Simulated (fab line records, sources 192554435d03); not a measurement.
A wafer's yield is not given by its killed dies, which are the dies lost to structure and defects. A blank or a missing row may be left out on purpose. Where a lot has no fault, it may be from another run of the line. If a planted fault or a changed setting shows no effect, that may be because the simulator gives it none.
fab line records    flow n5-finfet
[record] lots = 4  wafers = 12  last-day = 18
route steps=1938 shown SD_EPI_N@276 SD_EPI_P@295 SD_ACTIVATION@332 MOL_CONTACT_COAG@537 BEOL_M4@1111 PASSIVATION@1936
lots that met no fault: taken from a fault-free run of the same line
start-h: the number of hours between the record's first day and the start of the first shown wafer of the lot    wait-h: time in hours since the lot's previous step    " identical to the entry in the row above    L1.1+2: one row covering several wafers at once    - no value, or no start was given    * or withheld: withheld    < > ~ a bound
route shown NAME@n: a module of which the file shows steps, and the number in the route of the first    usual: mean/standard deviation of fault-free wafers    same: alike in all rows    chamber/n: place in a boat    sites: each site's reading    _std_site: how widely they spread, as a standard deviation    _edge_site: the outer-site mean with the inner-site mean subtracted    radius-mm: for every site, how far away it sits from the centre of the wafer    mask NAME#n: copy n    behind: tool/chamber where the wafer was last shaped    hold: why the lot went on hold/how many hours it stayed there/how the hold came to an end    device: names the non-switching transistor (n, p or np)    end of line: the tests these same wafers got at the end of their route    where a step has no rows: the recipe by itself    killed: the dies lost at the first sort to structure and to defects; this is not the yield of the wafer    map: the dies of a wafer, with x for killed, . for not killed, _ for no die there
set.NAME: setting as actually run; set.NAME@STEP: the setting as run at that earlier step    model.NAME: the simulator's own value behind a step, which no gauge read
lots at some steps of the route; a table a step, a row a wafer
services: the hour from which a tool's chamber was out of use, counted from the record's first day as start-h (under 0 if before that day), plus the number of hours and why
[[steps]]
[step N5_SD_EPI_N_STRIP_36]
[recipe] chemistry = N2/H2  temp-c = 40  n2-flow-sccm = 200  h2-flow-sccm = 200  rf-frequency-hz = 6e+07
[step N5_SD_EPI_N_ETCHBACK_44]
[recipe] chemistry = CH3F/O2  mode = anisotropic-etchback  target = SiNx  target-depth-a = 145  stop-on = SiO2  over-etch-frac = 0.3  ion-energy-ev = 120  pressure-mtorr = 30  source-w = 395  bias-w = 73  Ar_flow_sccm = 150  CH3F_flow_sccm = 30  O2_flow_sccm = 20
[step N5_SD_EPI_N_ETCH_45]
[recipe] chemistry = CH3F/O2  target = SiOCN  target-depth-a = 60  mask-material = SOC  ion-energy-ev = 60  bias-w = 29  pressure-mtorr = 15  source-w = 410  Ar_flow_sccm = 150  CH3F_flow_sccm = 30  O2_flow_sccm = 20
[step N5_SD_EPI_N_ETCH_16]
[recipe] chemistry = CHF3/O2  target = SiO2  target-depth-a = 50  mask-material = SOC  pressure-mtorr = 30  source-w = 650  bias-w = 170  Ar_flow_sccm = 200  CHF3_flow_sccm = 50  O2_flow_sccm = 5  ion-energy-ev = 200
[step N5_SD_EPI_N_STRIP_47]
[recipe] chemistry = CHF3/O2  resist = SiARC  rf-frequency-hz = 6e+07
[step N5_SD_EPI_N_SD_RECESS_17]
[recipe] chemistry = HBr/Cl2/O2  target-depth-a = 410  mask-material = SOC  time-s = 23.7  bt-time-s = 3  pressure-mtorr = 10  icp-w = 800  bias-w = 112  HBr_flow_sccm = 150  Cl2_flow_sccm = 80  O2_flow_sccm = 12
[step N5_SD_EPI_N_STRIP_38]
[recipe] chemistry = N2/H2  power-w = 1000  temp-c = 250  h2-frac = 0.65  overash-fraction = 0.3  pressure-mtorr = withheld  n2-flow-sccm = 1750  h2-flow-sccm = 3250
[step N5_SD_EPI_N_WET_ETCH_43]
[recipe] chemistry = dHF  dilution = withheld  time-s = 14  target = SiO2  target-depth-a = 15  temp-c = 25
[step N5_SD_EPI_N_STRIP_18]
[recipe] chemistry = SPM  time-s = 750  temp-c = 130  h2so4-h2o2-vol-ratio = 4
[step N5_SD_EPI_N_SRD_20]
[recipe] dry = ipa-marangoni  do-ppb = 5  time-s = 30  temp-c = 23  rinse-liquid = diw
[step N5_SD_EPI_N_PRECLEAN_48]
[recipe] chemistry = NF3:NH3  afs-cycles = 2  temp-c = 30  time-s = 20  sublimation-temp-c = 180  sublimation-time-s = 60  pressure-torr = 3  rf-power-w = 30
[step N5_SD_EPI_N_VAPOR_ETCH_50]
[recipe] chemistry = HCl  target = Si  temp-c = 775  time-s = 54  pressure-torr = 20  mode = isotropic
[step N5_SD_EPI_N_EPI_21]
[recipe] material = Si:P  dopant = P  temp-c = 680  pressure-torr = 255  time-s = 690
[usual] epi-growth-time-s = 690/0
lot.wafer  tool          chamber  start-h  wait-h  epi-growth-time-s  model.Si-P_of_SD_EPI_N_EPI_21.thk-nm
L490.3     epi-rpcvd-04  0        72.82    0.9     690                58
L490.4     "             0        "        "       690                58.2
L490.5     "             0        "        "       690                56.8
L501.2     epi-rpcvd-04  0        138.27   0.4     783.41             62.8
L501.4     "             0        "        "       783.41             63.6
L501.5     "             0        "        "       783.41             63.8
L505.3     epi-rpcvd-04  0        161.23   0.7     783.41             63.4
L505.4     "             0        "        "       783.41             64
L505.6     "             0        "        "       783.41             63.4
L509.1     epi-rpcvd-02  0        183.31   0.2     690                59
L509.3     "             0        "        "       690                59
L509.5     "             0        "        "       690                60.2
[step N5_SD_EPI_N_EPI_MEAS_23]
[recipe] mode = xrd
[usual] thk-nm = 58.8/1.2
lot.wafer  tool           chamber  start-h  wait-h  thk-nm
L490.3     film-metro-02  -        74.35    1.2     57.7
L490.4     "              -        "        "       59.4
L490.5     "              -        "        "       55.8
L501.2     film-metro-01  -        139.70   1.2     62.1
L501.4     "              -        "        "       65.1
L501.5     "              -        "        "       62.9
L505.3     film-metro-01  -        162.39   0.9     64.2
L505.4     "              -        "        "       63.0
L505.6     "              -        "        "       63.5
L509.1     film-metro-02  -        185.59   1.9     59.1
L509.3     "              -        "        "       60.2
L509.5     "              -        "        "       60.7
[step N5_SD_EPI_N_PRECLEAN_24]
[recipe] chemistry = O3/DIW  time-s = 60  temp-c = 22  o3-ppm = 10
[step N5_SD_EPI_N_SRD_25]
[recipe] time-s = 30  temp-c = 23  rinse-liquid = diw  dry = ipa-marangoni
[step N5_SD_EPI_N_PRECLEAN_49]
[recipe] chemistry = NF3:NH3  afs-cycles = 1  temp-c = 30  time-s = 20  sublimation-temp-c = 180  sublimation-time-s = 60  pressure-torr = 3  rf-power-w = 30
[step N5_SD_EPI_N_LINER_46]
[recipe] material = SiNx  target-thk-a = 30  temp-c = 400  ald-precursor-family = SiH2I2  ald-co-reactant = N2/H2-plasma  pressure-torr = 2
[step N5_SD_EPI_P_COAT_34]
[recipe] resist = SOC  temp-c = 250  time-s = 60  spin-rpm = 1500  resist-thk-nm = 350
[step N5_SD_EPI_P_COAT_35]
[recipe] resist = SiARC  temp-c = 220  time-s = 60  spin-rpm = 1500  resist-thk-nm = 35
[step N5_SD_EPI_P_COAT_03]
[recipe] resist = CAR-ArF-block  spin-rpm = 1500  resist-thk-nm = 150
[step N5_SD_EPI_P_EBR_05]
[recipe] solvent = PGMEA  ebr-width-mm = 1.5
[step N5_SD_EPI_P_SOFTBAKE_04]
[recipe] temp-c = 110  time-s = 60  resist = CAR-ArF-block
[step N5_SD_EPI_P_EXPOSE_06]
[recipe] mask-id = SD_P_BLK  na = 1.35  source-shape = conventional  sigma-outer = 0.8  polarization = unpolarized  target-cd-nm = 240  dose-mj = 39.5
[step N5_SD_EPI_P_PEB_07]
[recipe] peb-temp-c = 110  peb-time-s = 60  resist = CAR-ArF-block
[step N5_SD_EPI_P_DEVELOP_08]
[recipe] develop-time-s = 30  developer = TMAH  resist = CAR-ArF-block  dev-temp-c = 23  rinse-liquid = diw  dry = air-spin
[step N5_SD_EPI_P_DESCUM_14]
[recipe] chemistry = O2  time-s = 7.9  source-power-w = 50  bias-power-w = 20  pressure-mtorr = 20  rf-frequency-hz = 2.712e+07  temp-c = 40  resist = CAR-ArF-block  o2-flow-sccm = 225
[step N5_SD_EPI_P_ETCH_36]
[recipe] chemistry = CF4  target = SiARC  target-depth-a = 455  mask-material = CAR-ArF-block  time-s = 75.8  ion-energy-ev = 80  pressure-mtorr = 40  source-w = 545  bias-w = 36  Ar_flow_sccm = 100  cf4-flow-sccm = 100  ends = cleared
[step N5_SD_EPI_P_ETCH_37]
[recipe] chemistry = N2/H2  target = SOC  overetch-a = 1080  mask-material = SiARC  temp-c = 40  ion-energy-ev = 100  source-w = 3000  bias-w = 133  pressure-mtorr = 20  time-s = 486  n2-flow-sccm = 200  h2-flow-sccm = 200  ends = end-point
[step N5_SD_EPI_P_STRIP_38]
[recipe] chemistry = N2/H2  temp-c = 40  n2-flow-sccm = 200  h2-flow-sccm = 200  rf-frequency-hz = 6e+07
[step N5_SD_EPI_P_ETCHBACK_46]
[recipe] chemistry = CH3F/O2  mode = anisotropic-etchback  target = SiNx  target-depth-a = 175  stop-on = SiO2  over-etch-frac = 0.3  ion-energy-ev = 120  pressure-mtorr = 30  source-w = 395  bias-w = 73  Ar_flow_sccm = 150  CH3F_flow_sccm = 30  O2_flow_sccm = 20
[step N5_SD_EPI_P_ETCH_47]
[recipe] chemistry = CH3F/O2  target = SiOCN  target-depth-a = 250  mask-material = SOC  ion-energy-ev = 60  bias-w = 29  pressure-mtorr = 30  source-w = 410  Ar_flow_sccm = 150  CH3F_flow_sccm = 30  O2_flow_sccm = 20
[step N5_SD_EPI_P_ETCH_16]
[recipe] chemistry = CHF3/O2  target = SiO2  target-depth-a = 50  mask-material = SOC  pressure-mtorr = 30  source-w = 650  bias-w = 170  Ar_flow_sccm = 200  CHF3_flow_sccm = 50  O2_flow_sccm = 5  ion-energy-ev = 200
[step N5_SD_EPI_P_STRIP_50]
[recipe] chemistry = CHF3/O2  resist = SiARC  rf-frequency-hz = 6e+07
[step N5_SD_EPI_P_SD_RECESS_17]
[recipe] chemistry = HBr/Cl2/O2  target-depth-a = 391  bt-time-s = 3  pressure-mtorr = 10  icp-w = 800  bias-w = 112  HBr_flow_sccm = 150  Cl2_flow_sccm = 80  O2_flow_sccm = 12
[step N5_SD_EPI_P_WET_ETCH_45]
[recipe] chemistry = dHF  dilution = withheld  time-s = 10.7  target = SiO2  target-depth-a = 20  temp-c = 25  dry = ipa-marangoni  rinse-time-s = 30  rinse-temp-c = 23
[step N5_SD_EPI_P_STRIP_40]
[recipe] chemistry = N2/H2  power-w = 1000  temp-c = 250  h2-frac = 0.65  overash-fraction = 0.3  pressure-mtorr = withheld  n2-flow-sccm = 1750  h2-flow-sccm = 3250
[step N5_SD_EPI_P_PRECLEAN_52]
[recipe] chemistry = O3/DIW  time-s = 60  temp-c = 22  o3-ppm = 10
[step N5_SD_ACTIVATION_RS_MEAS_03]
[recipe] thk-meas-gauge = four-point-probe
[usual] RS_SD_N = 21.99/0.26  RS_SD_P = 56.2/0.95
lot.wafer  tool           chamber  start-h  wait-h  RS_SD_N[ohm/sq]  RS_SD_P[ohm/sq]
L490.3     film-metro-02  -        79.60    0.2     22.22            57.2
L490.4     "              -        "        "       22.38            56.3
L490.5     "              -        "        "       22.76            56.1
L501.2     film-metro-01  -        145.00   0.2     20.37            54.0
L501.4     "              -        "        "       20.11            54.6
L501.5     "              -        "        "       20.32            53.8
L505.3     film-metro-01  -        172.29   0.2     20.20            56.3
L505.4     "              -        "        "       20.06            56.1
L505.6     "              -        "        "       20.19            56.7
L509.1     film-metro-02  -        191.65   0.2     21.98            55.3
L509.3     "              -        "        "       22.03            54.9
L509.5     "              -        "        "       21.54            54.7
[step N5_MOL_CONTACT_COAG_ETCH_15]
[recipe] chemistry = CH3F/O2  target = SiNx  target-depth-a = 70  mask-material = SOC  stop-on = Si:P  over-etch-frac = 0.75  ion-energy-ev = 120  pressure-mtorr = 30  source-w = 395  bias-w = 73  Ar_flow_sccm = 150  CH3F_flow_sccm = 30  O2_flow_sccm = 20
[usual] CH3F_flow_sccm = 30.00/0.082  O2_flow_sccm = 19.99/0.06  drypump-motor-current-A = 5.7/0.45  oes_ar_750_au = 0.81/0.07  oes-product-au = 0.59/0.048  rf-vpp-V = 297/6.2  showerhead-plenum-p-Torr = 1.99/0.064  throttle-valve-pct = 16.30/0.13
lot.wafer  tool         chamber  start-h  wait-h  CH3F_flow_sccm  O2_flow_sccm  drypump-motor-current-A  oes_ar_750_au  oes-product-au  rf-hours-counter-h  rf-vpp-V  showerhead-plenum-p-Torr  throttle-valve-pct  model.Si-P_of_SD_EPI_N_EPI_21.thk-nm
L490.3     rie-diel-01  3        109.41   0.0     30.15           20.06         6.2                      0.79           0.59            86                  305       1.95                      16.25               57.2
L490.4     "            0        "        "       30.03           19.92         6.2                      0.89           0.64            -                   289       1.96                      16.27               57.4
L490.5     "            2        "        "       30.17           20.00         5.6                      0.78           0.58            -                   302       2.02                      16.25               56
L501.2     rie-diel-01  3        174.09   0.0     29.97           20.00         6.2                      0.77           0.58            111                 305       1.94                      16.28               62
L501.4     "            3        "        "       29.83           20.04         6.2                      0.77           0.57            -                   305       1.94                      16.29               62.8
L501.5     "            0        "        "       30.06           20.00         6.2                      0.85           0.61            -                   288       1.95                      16.31               63
L505.3     rie-diel-01  0        207.57   0.0     30.02           19.94         6.2                      0.83           0.59            77                  288       1.94                      16.33               62.6
L505.4     "            2        "        "       29.91           19.97         5.6                      0.74           0.56            138                 302       2.01                      16.34               63
L505.6     "            2        "        "       29.89           19.95         5.6                      0.74           0.55            -                   302       2.01                      16.33               62.6
L509.1     rie-diel-01  2        222.47   0.0     29.84           20.01         5.7                      0.73           0.56            143                 304       2.00                      16.34               58.2
L509.3     "            1        "        "       30.03           19.92         5.0                      0.91           0.66            13                  301       2.13                      16.17               58.2
L509.5     "            3        "        "       29.96           20.10         6.1                      0.75           0.56            -                   303       1.93                      16.33               59.2
[step N5_BEOL_M4_RC_MEAS_101]
[usual] DIBL_N = 36.0/2  DIBL_P = 36.2/2.2  IOFF_N = 0.16/0.034  IOFF_P = 0.21/0.04  ION_N = 675/12  ION_P = 463/7.2  RS_SD_N = 28.5/0.4  SS_N = 71.6/0.6  SS_P = 73.3/0.67  VT_N = 250/3  VT_P = -251/3.4
lot.wafer  tool       chamber  start-h  wait-h  DIBL_N[mV/V]  DIBL_P[mV/V]  IOFF_N[nA/um]  IOFF_P[nA/um]  ION_N[uA/um]  ION_P[uA/um]  RS_SD_N[ohm/sq]  SS_N[mV/dec]  SS_P[mV/dec]  VT_N[mV]  VT_P[mV]
L490.3     prober-02  0        193.42   0.3     38.2          38.8          0.21           0.26           674           462           29.3             72.1          73.4          249       -250
L490.4     "          0        "        "       37.9          37.7          0.18           0.22           664           453           29.2             72.9          73.0          251       -252
L490.5     "          0        "        "       39.4          39.9          0.23           0.26           684           467           29.8             73.2          73.9          250       -246
L501.2     prober-02  0        269.01   0.2     33.1          33.3          0.11           0.18           675           471           26.6             71.8          72.3          255       -252
L501.4     "          0        "        "       33.6          34.0          0.11           0.18           662           464           26.3             70.6          72.9          254       -250
L501.5     "          0        "        "       34.7          34.8          0.13           0.19           665           464           26.3             71.6          73.6          253       -254
L509.1     prober-01  0        311.62   0.0     36.0          35.9          0.15           0.21           665           455           28.6             71.9          72.3          250       -250
L509.3     "          0        "        "       34.3          33.7          0.14           0.19           681           460           28.5             71.3          72.5          248       -248
L509.5     "          0        "        "       36.6          36.7          0.18           0.23           686           469           27.7             71.4          73.7          249       -247
L505.3     prober-01  0        312.86   1.0     36.8          36.8          0.18           0.24           687           467           26.3             71.7          73.1          249       -249
L505.4     "          0        "        "       35.8          35.7          0.16           0.22           677           464           25.8             71.6          73.1          250       -250
L505.6     "          0        "        "       35.7          35.8          0.16           0.21           676           463           26.0             72.2          73.4          251       -250
[step N5_PASSIVATION_PROBE_49]
[usual] defect-limited-yield = 91.5/1.5  killed_at_M0_to_M3 = 33/10  killed_at_M4_up = 15/6.4  killed-at-contacts = 12/5.4  killed-at-front-end = 38/9.8  killed-at-other = 4/3.1  killed-dies = 101/18  killed-open = 67/14  killed-short = 33/7.9  sort_bin_5_function = 5.0/1  sort_bin_6_memory = 3.2/0.67  sort-n-pass = 1079/18  sort-yield-pct = 91.5/1.5
[same] gross-dies = 1180  killed-at-back-side = 0  sort_bin_4_leakage[%] = 0  sort_bin_8_speed[%] = 0
lot.wafer  tool       chamber  start-h  wait-h  defect-limited-yield[%]  killed_at_M0_to_M3  killed_at_M4_up  killed-at-contacts  killed-at-front-end  killed-at-other  killed-dies  killed-open  killed-short  sort_bin_5_function[%]  sort_bin_6_memory[%]  sort-n-pass  sort-yield-pct[%]
L501.2     prober-02  -        389.02   0.1     91.4                     30                  14               13                  39                   5                101          63           37            4.7                     3.6                   1079         91.4
L501.4     prober-02  -        389.12   0.2     91.4                     46                  19               5                   30                   1                101          70           31            5.4                     2.9                   1079         91.4
L501.5     prober-02  -        389.17   0.2     88.0                     55                  30               8                   48                   1                142          94           47            7.7                     3.9                   1038         88.0
// killed by level:class
L501.2 MOL_CONTACT_COAG:geometric-particle:open=10 BEOL_M0_SAQP:geometric-particle:open=9 STI_FIN_REVEAL:geometric-particle:open=8 BEOL_M3:geometric-particle:open=8 BEOL_M4:geometric-particle:open=8 GATE_CUT:geometric-particle:short=6 BEOL_M4:geometric-particle:short=5 BEOL_M0_SAQP:geometric-particle:short=4
L501.4 BEOL_M2:geometric-particle:open=12 BEOL_M4:geometric-particle:open=12 BEOL_M0_SAQP:geometric-particle:short=11 BEOL_M3:geometric-particle:open=7 BEOL_M0_SAQP:geometric-particle:open=7 FIN_SAQP:geometric-particle:short=6 FIN_SAQP:geometric-particle:open=5 STI_FIN_REVEAL:geometric-particle:open=5
L501.5 FIN_SAQP:geometric-particle:open=13 FIN_SAQP:geometric-particle:short=13 BEOL_M2:geometric-particle:open=13 BEOL_M3:geometric-particle:open=13 BEOL_M4:geometric-particle:open=13 BEOL_M0_SAQP:geometric-particle:short=9 MOL_CONTACT_COAG:geometric-particle:open=7 BEOL_M5:geometric-particle:open=7
[[services]]
tool          chamber  start-h  hours  kind
rie-diel-01   0        61.42    4.9    repair
rie-diel-01   0        90.34    2.5    repair
epi-rpcvd-02  -        96.93    6.0    pm
rie-diel-01   3        123.27   6.5    repair
rie-diel-01   1        162.05   -      clean
rie-diel-01   1        162.05   -      consumable-replace:focus-ring
rie-diel-01   1        162.05   -      consumable-replace:showerhead
rie-diel-01   1        162.05   22.6   scheduled-down
rie-diel-01   1        162.05   22.6   vent-cycle
rie-diel-01   -        196.61   0.9    repair
[[key]]
[first-sign] step = N5_SD_EPI_N_EPI_21  reading = epi-growth-time-s  direction = up  sigmas = 99+  usual = *  struck = *
[effect] step = N5_SD_EPI_N_EPI_MEAS_23  reading = thk-nm  direction = up  sigmas = 3.8  usual = *  struck = *
[effect] step = N5_SD_ACTIVATION_RS_MEAS_03  reading = RS_SD_N  direction = down  sigmas = 6.8  usual = 21.99  struck = 20.21
[effect] step = N5_BEOL_M4_RC_MEAS_101  reading = RS_SD_N  direction = down  sigmas = 5.8  usual = 28.5  struck = 26.2
[model-effect] step = N5_SD_EPI_N_EPI_21  value = Si-P_of_SD_EPI_N_EPI_21.thk-nm  without = 58.13  struck = 63.5
[model-effect] step = N5_MOL_CONTACT_COAG_ETCH_15  value = Si-P_of_SD_EPI_N_EPI_21.thk-nm  without = 57.4  struck = 62.8
met-at N5_SD_EPI_N_EPI_21
struck-wafers L501.2,L501.4,L501.5,L505.3,L505.4,L505.6
onset-between 72.82 138.27
[fault] kind = process-parameter-drift  tool = epi-rpcvd-04  chamber = -  onset-h = 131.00  steps = N5_SD_EPI_N_EPI_21  channel = epi-growth-time-s  offset = *  shape = step  end-h = 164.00  acts-in = *  stated = *
